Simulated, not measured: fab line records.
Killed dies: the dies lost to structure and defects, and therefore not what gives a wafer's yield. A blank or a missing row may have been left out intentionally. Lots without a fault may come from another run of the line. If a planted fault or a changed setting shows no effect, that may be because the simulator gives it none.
Struck lot and sound lot, side by side :: flow nand-harc :: 18 out of 1159 route steps
Sound: these wafers, L563.1, L563.2, L563.6. Wafers L567.1, L567.2, L567.5 were the ones struck. The cause is given at the end.
Each step with rows lists, per side, the tool, then ch with its chambers, then its first start. Under that, the readings that differ: sound wafers :: struck wafers :: difference of the means :: sigmas: that difference in standard deviations of wafers without a fault.
alike: readings with means less than 2 such deviations apart, plus words and numbers identical on both sides. not compared: withheld readings, readings lacking a value on some wafer, bounds such as >300 that could conceal the same value, and numbers that have no deviation in the record and whose values overlap.
Wherever a step has rows on one side only, a row that says differs or no value, or a row with sigmas, the two part there. Numbers that don't overlap but have no deviation are shown without sigmas and don't part them. Lack of a reading on every wafer of one side parts them only where that side has two or more wafers.

first, 2 steps without rows for these wafers: NHARC_P_STI_SRD_39; NHARC_P_STI_OXIDE_40 (material SiO2, target thk 10 nm, ox time 1362 s).
NHARC_P_STI_INSPECT_25:
  sound: defect-inspect-01 at day 3 13:46; struck: defect-inspect-01 at day 4 19:29
reading: raw-defect-count
sound: 415 182 462
struck: 192 135 134
difference: -199
sigmas: -2
then, 9 steps without rows for these wafers: NHARC_P_GATE_ETCH_69 (etches SiO2 in dHF, target depth 14 nm); NHARC_P_GATE_PRECLEAN_70 (cleans in SC1); NHARC_P_GATE_SRD_01; NHARC_P_GATE_OXIDE_02 (material SiO2, target thk 37.5 nm, ox time 365 s); NHARC_P_GATE_DEHYDRATE_03 (time 120 s); NHARC_P_GATE_HMDS_04 (time 30 s); NHARC_P_GATE_COAT_05; NHARC_P_GATE_SOFTBAKE_06 (time 95 s); NHARC_P_GATE_EBR_07.
NHARC_P_GATE_EXPOSE_08: exposes mask P HV.
  sound on krf-scanner-04 ch 0, day 3 21:56; struck on krf-scanner-02 ch 0, day 5 03:24
reading: mask
sound: P_HV#0 P_HV#0 P_HV#0
struck: P_NSD#0 P_NSD#0 P_NSD#0
difference: differs
sigmas: 
  alike: exposure-dose-mJ-cm2
then, 2 steps without rows for these wafers: NHARC_P_GATE_PEB_09 (peb time 85 s); NHARC_P_GATE_DEVELOP_10 (time 70 s).
NHARC_P_GATE_CD_MEAS_11 targets a cd of 1640 nm.
  sound on cd-sem-02 ch 0, day 3 22:06; struck on cd-sem-03 ch 0, day 5 03:34
reading: cd-nm (nm)
sound: 1640.1 1643.8 1640.3
struck: - - -
difference: no value on the struck wafers
sigmas: 
then, 1 step without rows for these wafers: NHARC_P_GATE_HARDBAKE_12 (time 80 s).
-- break in the record here, with 16 days between the starts of the struck wafers on either side (left off in module P_GATE, picked up again in module END, where the first step shown is number 1159 on the route) --
NHARC_END_SORT_01:
  sound on prober-02 ch 0, day 19 03:17; struck on prober-01 ch 0, day 20 22:10
reading: hold
sound: - - -
struck: await-dispo/1.1h/scrap await-dispo/1.1h/scrap await-dispo/1.1h/scrap
difference: no value on the sound wafers
sigmas: 

reading: killed-at-periphery
sound: 5 4 3
struck: 655 656 664
difference: +654
sigmas: +99 or more

reading: killed-dies
sound: 25 19 21
struck: 677 677 677
difference: +655
sigmas: +55
  alike: killed-at-array, killed-at-other, killed-open, killed-short

== WHERE THEY PART ==
At NHARC_P_STI_INSPECT_25 first; at NHARC_END_SORT_01 last (within this record only).

WHY: what had been put in by the simulator
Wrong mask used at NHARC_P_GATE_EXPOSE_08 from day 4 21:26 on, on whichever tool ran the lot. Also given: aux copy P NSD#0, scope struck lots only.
